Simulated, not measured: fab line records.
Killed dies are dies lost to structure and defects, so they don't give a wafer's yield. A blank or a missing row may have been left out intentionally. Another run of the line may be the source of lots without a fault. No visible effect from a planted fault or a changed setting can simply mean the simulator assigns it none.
Which tool did it? -- flow n5 finfet -- 20 wafers from 7 lots sampled at 2 of the route's 1938 steps

## WHAT THE GAUGES READ, wafer by wafer
N5_BEOL_M12_OCD_MEAS_35.
lot,measured,on,trench depth nm (nm)
L657,day 12 06:28,ocd-02,322 310 319
L655,day 12 12:15,ocd-02,319 315 310
L664,day 14 06:36,ocd-01,283 287 291
L663,day 15 02:57,ocd-02,284 285 291
L667,day 15 08:08,ocd-02,325 315
L669,day 15 16:22,ocd-02,314 329 315
L673,day 17 05:01,ocd-01,313 315 313

## WHAT TOOL EACH LOT RAN ON (gives the tool, then ch and the chambers of the sampled wafers, and finally the start)
lot,N5_BEOL_M12_TRENCH_ETCH_34
L657,"rie diel-01 ch 0,2, day 12 06:19"
L655,"rie diel-01 ch 0,1, day 12 12:05"
L664,"rie diel-01 ch 0,1,3, day 14 06:26"
L663,"rie diel-01 ch 0,1,2, day 15 02:47"
L667,"rie diel-06 ch 0,3, day 15 07:59"
L669,"rie diel-03 ch 1,2,3, day 15 16:13"
L673,"rie diel-03 ch 0,1, day 17 04:52"
- N5_BEOL_M12_TRENCH_ETCH_34: etches SiOC in C4F8/O2/Ar, target depth 318.95 nm, time 125.5 s.

## THE ANSWER, worked out from the rows above alone
Rule: the lots themselves supply what counts as usual. The widest of any qualifying gaps counts: lots, ordered by their means at a reading, are off when they make up no more than a third of the lots, leave a main group of 4 or more, and stand apart from it by 3 or more times the standard deviation of that group's means. A main group whose means are all the same, to the digits that the tables above print for the reading, isn't used. A lot without any number at a reading at which 4 lots or more have one is off too. Where the step has rows for the other lots, those lots are counted as sound.
Off: L664, L663, at N5_BEOL_M12_OCD_MEAS_35 (trench depth nm). Main group: mean 317 nm, sd 2.5.
If a tool, at a process step before that reading, ran all the lots that are off and no sound lot after the first of them, it fits. The gauges at N5_BEOL_M12_OCD_MEAS_35 are tried like those tools. One candidate fits, namely rie diel-01 at N5_BEOL_M12_TRENCH_ETCH_34. A fault onset in the window from L655 (day 12 12:05, its last sound lot) to L664 (day 14 06:26, its first lot off) fits.

## WHAT THE SIMULATOR HAD PUT IN
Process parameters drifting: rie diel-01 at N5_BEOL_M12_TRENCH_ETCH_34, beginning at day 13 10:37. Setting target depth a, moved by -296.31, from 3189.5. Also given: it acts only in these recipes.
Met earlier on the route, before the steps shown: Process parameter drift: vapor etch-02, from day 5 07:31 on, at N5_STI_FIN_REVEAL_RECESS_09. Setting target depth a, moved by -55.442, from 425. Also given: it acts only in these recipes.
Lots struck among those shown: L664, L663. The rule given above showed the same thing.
